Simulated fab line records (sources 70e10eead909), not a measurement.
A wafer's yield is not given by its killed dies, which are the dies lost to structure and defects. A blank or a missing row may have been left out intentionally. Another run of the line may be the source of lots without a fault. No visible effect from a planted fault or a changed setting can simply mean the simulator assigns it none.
Chamber matching -- flow nandHarc -- 4 sister chambers for NHARC_A_CHANNEL_FILL_D2_ALD_16 on aldHk-02
The step deposits SiO2, target thk 1.5 nm, pulse time 10 s, ald cycles 15. 18 wafers are shown with their chamber, then 8 later ones without.

EACH WAFER AND ITS CHAMBER
wafer,chamber,heaterPowerW (W),precursorPulseHeightRel,susceptorTempC (C)
L075.1,2,470,0.989,300.13
L075.2,1,405,1.024,300.13
L075.6,0,435,1.018,299.94
L077.1,1,403,1.010,299.99
L077.2,0,446,0.972,300.15
L077.4,2,472,0.972,300.03
L082.1,2,447,1.005,299.95
L082.4,0,420,0.987,300.18
L082.5,2,458,0.994,299.75
L086.2,3,561,0.956,299.81
L086.4,1,410,1.015,299.97
L086.5,2,446,1.012,299.80
L090.1,1,413,0.989,299.99
L090.3,0,437,1.008,300.04
L090.5,3,569,0.989,300.11
L089.1,0,424,0.999,299.84
L089.5,3,557,1.002,300.06
L089.6,2,451,1.002,300.25

SIGNATURES (means of the wafers above)
reading,chamber 0,chamber 1,chamber 2,chamber 3,scatter within a chamber
heaterPowerW,432.40,407.75,457.33,562.33,9.36
precursorPulseHeightRel,0.99680,1.00950,0.99567,0.98233,0.0171
susceptorTempC,300.0300,300.0200,299.9850,299.9933,0.154
Rule: for a wafer and a chamber, the distance is found by dividing, reading by reading, the gap between the wafer's reading and the chamber's mean by the reading's scatter, squaring, summing and taking the root. If the next closest chamber is less than 2 further off than the closest, the wafer can't be placed; otherwise it belongs to the closest. The scatter is the square root of a quotient: the sum, over the shown wafers, of each reading's squared deviation from its chamber's mean, divided by wafers minus chambers.

WAFERS WITHOUT THEIR CHAMBER
wafer,heaterPowerW (W),precursorPulseHeightRel,susceptorTempC (C)
L091.4,414,0.968,300.02
L091.5,543,0.995,299.79
L092.1,442,0.975,300.09
L092.3,546,1.003,299.63
L092.5,458,0.991,300.10
L097.2,466,0.990,299.96
L097.3,415,0.976,300.03
L097.4,435,0.974,300.11

EACH ONE'S CHAMBER
wafer,from the rows above,in truth
L091.4,can't be placed: 1 or 0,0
L091.5,3,3
L092.1,can't be placed: 0 or 2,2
L092.3,3,3
L092.5,can't be placed: 2 or 0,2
L097.2,2,2
L097.3,can't be placed: 1 or 0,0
L097.4,can't be placed: 0 or 2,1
Correct placement for 3 of the 8. Can't be placed from these rows: 5 (the true chamber is among the candidates in 4). Wrongly placed: 0.
